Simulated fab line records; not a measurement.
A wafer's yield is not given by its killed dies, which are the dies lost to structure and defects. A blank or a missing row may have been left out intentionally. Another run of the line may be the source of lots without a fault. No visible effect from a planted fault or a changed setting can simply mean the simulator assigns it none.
Which tool did it? -- flow nand_harc -- 42 wafers from 14 lots sampled at 5 of the route's 1159 steps

WHAT THE GAUGES READ, wafer by wafer
NHARC_THIN_TSV_CD_MEAS_16. Usual: cd_nm at 1000.4 nm, with a standard deviation of 1.5.
lot,measured,on,cd_nm (nm),flag
L901,day 19 10:43,cd_sem-02,1001.3 997.9 999.0,
L902,day 19 11:57,cd_sem-01,1002.3 1002.1 1000.3,
L904,day 19 09:32,cd_sem-03,1002.0 1001.7 1001.8,
L905,day 20 01:18,cd_sem-03,1000.2 1001.6 1000.4,
L907,day 20 11:43,cd_sem-02,998.5 1000.8 999.4,
L908,day 20 10:28,cd_sem-01,1001.5 1003.3 1003.5,
L906,day 20 19:13,cd_sem-03,999.0 999.0 998.6,
L911,day 21 01:16,cd_sem-02,1000.1 998.8 1000.1,
L910,day 20 20:32,cd_sem-03,1004.1 1004.0 1002.0,
L912,day 21 10:13,cd_sem-02,999.4 999.3 1000.1,
L917,day 23 04:54,cd_sem-01,998.9 999.5 998.8,
L919,day 24 01:33,cd_sem-02,999.1 999.4 1001.3,
L924,day 24 08:53,cd_sem-02,1000.1 999.1 999.5,
L922,day 24 10:02,cd_sem-01,998.7 998.8 998.9,

NHARC_THIN_TSV_CD_MEAS_37. Usual: cd_nm at 4999.8 nm, with a standard deviation of 2.3.
lot,measured,on,cd_nm (nm),flag
L901,day 19 17:14,cd_sem-02,4998.1 4996.0 4996.9,
L902,day 19 18:26,cd_sem-02,4998.9 5000.4 4998.7,
L904,day 19 16:07,cd_sem-03,4999.8 5001.6 5000.9,
L905,day 20 08:49,cd_sem-01,4999.2 5001.7 4999.4,
L907,day 20 18:17,cd_sem-03,4994.2 4997.4 4995.7,
L908,day 20 16:52,cd_sem-01,5000.4 5002.2 5000.0,
L906,day 21 02:05,cd_sem-01,4996.3 4996.9 4996.8,
L911,day 21 07:47,cd_sem-03,4997.9 4996.7 4998.7,
L910,day 21 03:08,cd_sem-03,5004.8 5003.3 5002.5,
L912,day 21 16:37,cd_sem-03,5001.9 5001.1 5001.9,
L917,day 23 13:09,cd_sem-02,4999.6 5000.4 4999.7,
L919,day 24 08:02,cd_sem-03,4996.8 5000.9 4998.9,
L924,day 24 15:34,cd_sem-01,4998.0 4996.5 4999.1,
L922,day 24 16:28,cd_sem-02,4996.2 4996.9 4997.6,

NHARC_END_SORT_01. Usual: killed_at_array 29, standard deviation 12; killed_at_other 0.7, standard deviation 1; killed_at_periphery 4, standard deviation 3.2; killed_dies 34, standard deviation 12; killed_open 3.4, standard deviation 2; killed_short 1.8, standard deviation 1.3.
lot,measured,on,killed_at_array,killed_at_other,killed_at_periphery,killed_dies,killed_open,killed_short,flag
L910,day 21 10:22,prober-02,160 170 211,0 0 0,2 0 1,162 170 212,0 2 2,1 1 1,OFF
L912,day 22 02:01,prober-02,156 201 210,1 0 0,5 4 5,162 205 215,1 1 0,0 2 2,OFF

TOOL THAT RAN EACH LOT (tool first, then ch and the chambers of the sampled wafers, then the start)
lot,NHARC_A_CHANNEL_HOLE_D1_DEP_00,NHARC_A_BONDPAD_DEGAS_25
L901,"acl_dep-01 ch 0, day 8 17:13","pvd_sputter-02, day 18 16:20"
L902,"acl_dep-02 ch 0, day 8 17:14","pvd_sputter-01, day 18 18:20"
L904,"acl_dep-03 ch 0, day 8 17:22","pvd_sputter-02, day 18 18:18"
L905,"acl_dep-03 ch 0, day 9 09:54","pvd_sputter-03, day 19 05:29"
L907,"acl_dep-02 ch 0, day 9 18:17","pvd_sputter-01, day 19 15:47"
L908,"acl_dep-01 ch 0, day 9 18:38","pvd_sputter-01, day 19 15:22"
L906,"acl_dep-03 ch 0, day 9 19:08","pvd_sputter-01, day 20 02:51"
L911,"acl_dep-01 ch 0, day 10 15:40","pvd_sputter-02, day 20 13:37"
L910,"acl_dep-02 ch 0, day 10 17:46","pvd_sputter-02, day 20 07:49"
L912,"acl_dep-02 ch 0, day 11 14:52","pvd_sputter-03, day 20 18:37"
L917,"acl_dep-03 ch 0, day 12 01:34","pvd_sputter-03, day 22 10:29"
L919,"acl_dep-03 ch 0, day 12 17:07","pvd_sputter-02, day 23 07:29"
L924,"acl_dep-01 ch 0, day 13 18:11","pvd_sputter-03, day 23 18:16"
L922,"acl_dep-03 ch 0, day 13 19:47","pvd_sputter-02, day 23 18:28"
- NHARC_A_CHANNEL_HOLE_D1_DEP_00: deposits aC, target thk 3100 nm.
- NHARC_A_BONDPAD_DEGAS_25: time 60 s.

AS READ BY THE TOOLS THEMSELVES (means over the sampled wafers that have a number; for cases with no such wafer, the mark the record gives instead)
NHARC_A_CHANNEL_HOLE_D1_DEP_00. Usual: throttle_valve_pct at 35.000 %, with a standard deviation of 0.0089.
lot,tool,throttle_valve_pct (%),flag
L901,acl_dep-01,34.996,
L902,acl_dep-02,35.005,
L904,acl_dep-03,35.006,
L905,acl_dep-03,34.996,
L907,acl_dep-02,34.994,
L908,acl_dep-01,35.008,
L906,acl_dep-03,35.002,
L911,acl_dep-01,34.997,
L910,acl_dep-02,35.006,
L912,acl_dep-02,35.009,
L917,acl_dep-03,35.000,
L919,acl_dep-03,34.998,
L924,acl_dep-01,35.002,
L922,acl_dep-03,34.989,

NHARC_A_BONDPAD_DEGAS_25. Usual: heater_power_w at 483 W, with a standard deviation of 52.
lot,tool,heater_power_w (W),flag
L901,pvd_sputter-02,453,
L902,pvd_sputter-01,528,
L904,pvd_sputter-02,472,
L905,pvd_sputter-03,447,
L907,pvd_sputter-01,518,
L908,pvd_sputter-01,503,
L906,pvd_sputter-01,520,
L911,pvd_sputter-02,424,
L910,pvd_sputter-02,493,
L912,pvd_sputter-03,494,
L917,pvd_sputter-03,440,
L919,pvd_sputter-02,483,
L924,pvd_sputter-03,472,
L922,pvd_sputter-02,496,

THE ANSWER, worked out from the rows above alone
Rule: a lot counts as off when the mean over its wafers that have a number is more than 3 standard deviations away from the usual mean. A lot without any number at a reading at which 4 lots or more have one is off too. The other lots that the step has rows for count as sound. Order of review: gauges by route order, followed by the tools' own readings, for which a lot's mean as printed above is used. At the first step where some lot is off, the reading lying furthest off is the one used; lots without a number count as furthest.
Off, at NHARC_END_SORT_01 on killed_at_array: L910, L912. Neither off nor sound, because the step has no rows for them: L901, L902, L904, L905, L907, L908, L906, L911, L917, L919, L924, L922.
A tool fits if, at a process step before that reading, it ran every lot that is off, and no sound lot after the first of them. Those tools and the gauges at NHARC_END_SORT_01 are tried in the same way. Can't be told from this: 2 tools fit, acl_dep-02 at NHARC_A_CHANNEL_HOLE_D1_DEP_00, prober-02 at NHARC_END_SORT_01.

WHAT THE SIMULATOR HAD INSERTED
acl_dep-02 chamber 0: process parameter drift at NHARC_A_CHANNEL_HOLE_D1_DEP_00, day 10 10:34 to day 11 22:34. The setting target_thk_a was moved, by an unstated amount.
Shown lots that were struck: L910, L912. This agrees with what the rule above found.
